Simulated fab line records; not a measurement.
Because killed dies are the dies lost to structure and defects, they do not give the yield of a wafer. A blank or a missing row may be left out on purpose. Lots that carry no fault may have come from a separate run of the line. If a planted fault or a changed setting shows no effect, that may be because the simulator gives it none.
Chamber matching | flow n5Finfet | 4 sister chambers for N5_HKMG_FIN_ETCH_86 on rieDiel-02
The step etches SOC in N2/H2, stops on TiN, target depth 393.2 nm. 4 wafers are shown with their chamber, then 8 later ones without.

WAFERS, EACH WITH ITS CHAMBER
wafer  | chamber | showerheadPlenumPTorr (Torr)
L079.1 | 1       | 2.56
L084.6 | 0       | 2.44
L086.5 | 2       | 2.70
L089.1 | 3       | 2.62

WAFERS WHOSE CHAMBER IS MISSING
wafer  | showerheadPlenumPTorr (Torr)
L089.2 | 2.43
L089.6 | 2.43
L091.4 | 2.55
L091.5 | 2.62
L091.6 | 2.70
L097.2 | 2.69
L097.3 | 2.42
L097.5 | 2.69

THE CHAMBER EACH PASSED THROUGH
wafer  | from the rows above | in truth
L089.2 | 0                   | 0
L089.6 | 0                   | 0
L091.4 | 1                   | 1
L091.5 | 3                   | 3
L091.6 | 2                   | 2
L097.2 | 2                   | 2
L097.3 | 0                   | 0
L097.5 | 2                   | 2
8 of 8 placed correctly. Left unplaced by these rows: 0. Wrongly placed: 0.
How it was worked out, from the rows above alone: a wafer's distance from a chamber is the root of the sum, over the readings, of the square of ((its reading less the chamber's mean) divided by the reading's scatter). The wafer belongs to the nearest chamber; if the next one is less than 2 further off, it can't be placed. Each chamber's mean is taken over the wafers shown for it. The scatter: root of mean squared gap, hidden wafer to nearest shown wafer, with one shown wafer a chamber.
